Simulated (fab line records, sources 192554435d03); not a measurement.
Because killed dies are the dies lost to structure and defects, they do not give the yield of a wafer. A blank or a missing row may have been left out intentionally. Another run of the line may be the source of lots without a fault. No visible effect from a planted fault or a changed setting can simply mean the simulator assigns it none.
Which tool is to blame? / flow n5_finfet / 72 wafers sampled from 24 lots at 1 step of a route of 1938

== WHAT THE GAUGES READ, wafer by wafer ==
N5_MOL_CONTACT_COAG_INSPECT_42: inspects for defects (brightfield).
lot=L074; measured=day 5 07:46; on=defect_inspect-02; raw_defect_count=208 192 326
lot=L075; measured=day 5 14:41; on=defect_inspect-02; raw_defect_count=160 193 166
lot=L076; measured=day 5 23:26; on=defect_inspect-02; raw_defect_count=260 175 218
lot=L078; measured=day 6 03:41; on=defect_inspect-01; raw_defect_count=115 121 160
lot=L077; measured=day 6 06:08; on=defect_inspect-02; raw_defect_count=237 166 240
lot=L079; measured=day 6 12:08; on=defect_inspect-01; raw_defect_count=236 163 222
lot=L080; measured=day 6 16:32; on=defect_inspect-02; raw_defect_count=271 177 175
lot=L081; measured=day 7 00:53; on=defect_inspect-02; raw_defect_count=237 252 296
lot=L082; measured=day 7 07:57; on=defect_inspect-02; raw_defect_count=214 169 218
lot=L083; measured=day 7 15:14; on=defect_inspect-02; raw_defect_count=139 134 233
lot=L084; measured=day 8 04:10; on=defect_inspect-02; raw_defect_count=144 203 159
lot=L085; measured=day 8 09:24; on=defect_inspect-02; raw_defect_count=173 292 187
lot=L086; measured=day 8 12:03; on=defect_inspect-02; raw_defect_count=239 165 238
lot=L087; measured=day 8 17:17; on=defect_inspect-02; raw_defect_count=190 96 116
lot=L088; measured=day 9 01:23; on=defect_inspect-01; raw_defect_count=202 212 141
lot=L089; measured=day 9 07:35; on=defect_inspect-02; raw_defect_count=205 128 222
lot=L090; measured=day 9 07:52; on=defect_inspect-02; raw_defect_count=115 138 238
lot=L092; measured=day 9 13:33; on=defect_inspect-01; raw_defect_count=163 199 181
lot=L091; measured=day 9 17:35; on=defect_inspect-02; raw_defect_count=245 222 196
lot=L093; measured=day 10 03:53; on=defect_inspect-01; raw_defect_count=197 185 241
lot=L094; measured=day 10 07:34; on=defect_inspect-02; raw_defect_count=148 141 156
lot=L095; measured=day 10 10:49; on=defect_inspect-02; raw_defect_count=170 231 180
lot=L096; measured=day 10 17:44; on=defect_inspect-01; raw_defect_count=191 225 189
lot=L097; measured=day 11 01:35; on=defect_inspect-02; raw_defect_count=232 294 188

== EACH LOT AND THE TOOL THAT RAN IT (in order: tool; ch and the chambers of the sampled wafers; start) ==
Record: no process step prior to these readings.

== WHAT THE TOOLS THEMSELVES READ (means of the sampled wafers that have a number; where no wafer has one, the mark that the record gives instead) ==
The record holds no such reading with a usual standard deviation.

== THE ANSWER, worked out from the rows above alone ==
Rule: the lots themselves supply what counts as usual. Put in order of their means at a reading, lots are off if they are a third of the lots or fewer, leave a main group of 4 or more, and stand apart from it by a gap of 3 or more times the standard deviation of the main group's means; of several such gaps the widest counts. A main group is skipped when, at the precision printed for the reading in the tables above, its means are all equal. A lot without any number at a reading at which 4 lots or more have one is off too. Where the step has rows for the other lots, those lots are counted as sound. After the gauges, taken in route order, come the tools' own readings; for these a lot's mean is taken, as printed above. At the first step where some lot is off, the reading lying furthest off is the one used; lots without a number count as furthest.
Across all readings shown, no lot is off: no conclusion can be drawn from this.

== WHAT HAD BEEN PUT IN BY THE SIMULATOR ==
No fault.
